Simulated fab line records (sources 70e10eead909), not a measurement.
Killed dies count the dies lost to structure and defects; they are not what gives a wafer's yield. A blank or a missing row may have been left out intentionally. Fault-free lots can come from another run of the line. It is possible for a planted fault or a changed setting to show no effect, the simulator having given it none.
Tool commonality check | flow nand-harc | Sample size 13 lots and 39 wafers

## REASON IT WAS OPENED
On 1 of the 13 lots, a flag is raised at NHARC_P_GATE_CD_MEAS_26 on the reading cd-nm. Fault-free wafers read 119.8 nm, with a standard deviation of 0.45.
Rule: flag the lot when none of its wafers has a number, or when each of its wafers that has one lies beyond 4 standard deviations from that mean. The rest of the lots are taken to be sound.

lot  | measured     | on        | cd-nm (nm), wafer by wafer | flag
L728 | day 5 05:43  | cd-sem-03 | 119.5 119.7 119.7          |
L729 | day 5 08:52  | cd-sem-02 | 119.0 120.2 119.4          |
L730 | day 5 23:09  | cd-sem-01 | 119.7 120.0 119.9          |
L733 | day 7 01:22  | cd-sem-03 | 120.6 120.4 120.1          |
L735 | day 8 10:38  | cd-sem-01 | 119.6 118.5 119.8          |
L737 | day 8 20:58  | cd-sem-02 | 113.0 112.7 112.8          | FLAGGED
L739 | day 9 20:21  | cd-sem-01 | 119.2 119.8 119.0          |
L745 | day 12 00:24 | cd-sem-02 | 119.3 119.8 119.8          |
L746 | day 12 09:02 | cd-sem-02 | 119.8 120.2 119.9          |
L747 | day 12 20:27 | cd-sem-01 | 119.1 119.4 119.4          |
L749 | day 13 15:48 | cd-sem-03 | 119.6 120.2 120.3          |
L750 | day 14 02:26 | cd-sem-02 | 120.1 119.6 119.8          |
L751 | day 14 14:25 | cd-sem-02 | 120.2 119.3 120.4          |
The numbers of the flagged lots are 112.8 nm on average: -7.0 nm against the usual, or -15 standard deviations.

## EACH LOT AND THE TOOL IT RAN ON
The record holds 2 process steps before the reading, out of a route of 1302 steps. Each cell gives the tool, then ch followed by the chambers the sampled wafers passed through, then the start.
lot  | flag    | NHARC_P_STI_CMP_21            | NHARC_P_GATE_EXPOSE_23
L728 |         | cmp-03 ch 0,1,2, day 3 20:50  | arfi-scanner-03 ch 0, day 5 05:35
L729 |         | cmp-01 ch 1,2,3, day 4 01:59  | arfi-scanner-02 ch 0, day 5 08:43
L730 |         | cmp-03 ch 0,1,3, day 4 11:41  | arfi-scanner-02 ch 0, day 5 23:01
L733 |         | cmp-03 ch 0,1,2, day 5 18:08  | arfi-scanner-02 ch 0, day 7 01:13
L735 |         | cmp-02 ch 0,1, day 6 21:19    | arfi-scanner-01 ch 0, day 8 10:29
L737 | FLAGGED | cmp-02 ch 0,1,3, day 7 14:22  | arfi-scanner-02 ch 0, day 8 20:50
L739 |         | cmp-01 ch 1,2,3, day 8 10:34  | arfi-scanner-02 ch 0, day 9 20:13
L745 |         | cmp-02 ch 1,2,3, day 10 15:08 | arfi-scanner-02 ch 0, day 12 00:16
L746 |         | cmp-02 ch 0,2,3, day 11 03:07 | arfi-scanner-02 ch 0, day 12 08:53
L747 |         | cmp-02 ch 1,2,3, day 11 13:52 | arfi-scanner-03 ch 0, day 12 20:19
L749 |         | cmp-01 ch 0,1,2, day 12 06:57 | arfi-scanner-02 ch 0, day 13 15:40
L750 |         | cmp-01 ch 0,2,3, day 12 19:00 | arfi-scanner-01 ch 0, day 14 02:18
L751 |         | cmp-03 ch 0,1, day 13 06:31   | arfi-scanner-02 ch 0, day 14 14:17
What the steps here do:
- NHARC_P_STI_CMP_21: polishes, t overpolish 20 s, target thk 380.67 nm.
- NHARC_P_GATE_EXPOSE_23: exposes mask P GATE, target cd 120 nm.
- NHARC_P_GATE_CD_MEAS_26: target cd 120 nm.

## FLAGGED AGAINST TOTAL, ONE TOOL AT A TIME (gauges that did the reading follow at the end)
step                    | tool            | lots run | flagged | share of the flagged lots | sound lots run after its first flagged lot
NHARC_P_STI_CMP_21      | cmp-01          | 4        | 0       | none                      | -
NHARC_P_STI_CMP_21      | cmp-02          | 5        | 1       | all                       | 3 (L745,L746,L747)
NHARC_P_STI_CMP_21      | cmp-03          | 4        | 0       | none                      | -
NHARC_P_GATE_EXPOSE_23  | arfi-scanner-01 | 2        | 0       | none                      | -
NHARC_P_GATE_EXPOSE_23  | arfi-scanner-02 | 9        | 1       | all                       | 5 (L739,L745,L746,L749,L751)
NHARC_P_GATE_EXPOSE_23  | arfi-scanner-03 | 2        | 0       | none                      | -
NHARC_P_GATE_CD_MEAS_26 | cd-sem-01       | 4        | 0       | none                      | -
NHARC_P_GATE_CD_MEAS_26 | cd-sem-02       | 6        | 1       | all                       | 4 (L745,L746,L750,L751)
NHARC_P_GATE_CD_MEAS_26 | cd-sem-03       | 3        | 0       | none                      | -

## THE TABLE: WHAT IT ALLOWS
All flagged lots were run by 3 table rows, namely cmp-02 at NHARC_P_STI_CMP_21, arfi-scanner-02 at NHARC_P_GATE_EXPOSE_23, cd-sem-02 at NHARC_P_GATE_CD_MEAS_26.
- cmp-02 at NHARC_P_STI_CMP_21: 1 of its 5 lots flagged. Sound lots followed the first flagged one (L745, L746, L747) on it, something a lasting fault affecting the whole tool could not allow.
- arfi-scanner-02 at NHARC_P_GATE_EXPOSE_23: 1 of its 9 lots flagged. Sound lots followed the first flagged one (L739, L745, L746, L749, L751) on it, something a lasting fault affecting the whole tool could not allow.
- cd-sem-02 at NHARC_P_GATE_CD_MEAS_26: 1 of its 6 lots flagged. Sound lots followed the first flagged one (L745, L746, L750, L751) on it, something a lasting fault affecting the whole tool could not allow.
None of the table's rows ran every flagged lot and, after the first, no sound lot.

## WHAT WAS PUT IN BY THE SIMULATOR
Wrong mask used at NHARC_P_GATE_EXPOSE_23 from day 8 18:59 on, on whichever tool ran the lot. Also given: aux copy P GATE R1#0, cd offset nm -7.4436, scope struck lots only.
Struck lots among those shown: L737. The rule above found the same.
